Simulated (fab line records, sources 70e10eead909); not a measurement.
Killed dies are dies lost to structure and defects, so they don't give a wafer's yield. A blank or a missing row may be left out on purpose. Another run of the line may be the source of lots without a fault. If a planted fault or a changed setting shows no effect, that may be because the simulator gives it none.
Comparing a struck lot with a sound one	flow nandHarc	13 out of 1302 route steps
Sound: wafers L688.3, L688.5, L688.6. The struck wafers were L697.1, L697.3, L697.5. The cause is named last.
Order at every step that has rows: each side's tool, ch and its chambers, its first start. Under that, the readings that differ: sound wafers	struck wafers	difference of the means	sigmas: that difference in standard deviations of wafers without a fault.
alike: readings with means less than 2 such deviations apart, plus words and numbers identical on both sides. not compared: withheld readings, readings lacking a value on some wafer, bounds such as >300 that could conceal the same value, and numbers that have no deviation in the record and whose values overlap.
The two part at a step that has a row with sigmas, a row that says differs or no value, or rows on one side only. When numbers do not overlap yet have no deviation, they are printed without sigmas and do not part them. Lack of a reading on every wafer of one side parts them only where that side has two or more wafers.

NHARC_A_ONON_D1_THK_MEAS_34: measures by ellipsometry.
  struck on filmMetro-02, day 15 03:29; sound on filmMetro-02, day 11 11:18
  alike: thkNm
NHARC_A_ONON_D1_INSPECT_32:
  struck on defectInspect-02, day 15 03:34; sound on defectInspect-01, day 11 11:22
  alike: rawDefectCount
NHARC_A_CHANNEL_HOLE_D1_DEP_00: deposits aC, target thk 3100 nm.
  sound on aclDep-03 ch 0, day 11 15:04; struck on aclDep-03 ch 0, day 15 06:25
reading	sound	struck	difference	sigmas
susceptorTempC (C)	399.85 399.70 399.90	- - -	no value on the struck wafers	
  alike: throttleValvePct
NHARC_A_CHANNEL_HOLE_D1_DEP_01: deposits SiON, target thk 140 nm.
  sound on pecvd-01 ch 1,2, day 11 16:25; struck on pecvd-01 ch 0,1, day 15 08:19
  alike: heaterPowerW, susceptorTempC
then, 7 steps without rows for these wafers: NHARC_A_CHANNEL_HOLE_D1_DEHYDRATE_02 (time 120 s); NHARC_A_CHANNEL_HOLE_D1_HMDS_03 (time 30 s); NHARC_A_CHANNEL_HOLE_D1_COAT_36 (time 75 s); NHARC_A_CHANNEL_HOLE_D1_COAT_37 (time 65 s); NHARC_A_CHANNEL_HOLE_D1_COAT_04 (resist thk 90 nm); NHARC_A_CHANNEL_HOLE_D1_SOFTBAKE_05 (time 55 s); NHARC_A_CHANNEL_HOLE_D1_EBR_06.
NHARC_A_CHANNEL_HOLE_D1_EXPOSE_07: exposes mask HOLE D1, target cd 100 nm.
  struck on arfiScanner-02, day 15 08:54; sound on arfiScanner-01 ch 0, day 11 16:49
  no value came back on the struck wafers for exposureDoseMJCm2, focusOffsetNm (nm); on the sound wafers exposureDoseMJCm2 reads 59.62 59.67 59.56
  alike: mask
then, 1 step without rows for these wafers: NHARC_A_CHANNEL_HOLE_D1_PEB_08 (peb time 65 s).

== WHERE THEY PART ==
At NHARC_A_CHANNEL_HOLE_D1_DEP_00 first; at NHARC_A_CHANNEL_HOLE_D1_EXPOSE_07 last (within this record only).

WHY: the cause the simulator had injected
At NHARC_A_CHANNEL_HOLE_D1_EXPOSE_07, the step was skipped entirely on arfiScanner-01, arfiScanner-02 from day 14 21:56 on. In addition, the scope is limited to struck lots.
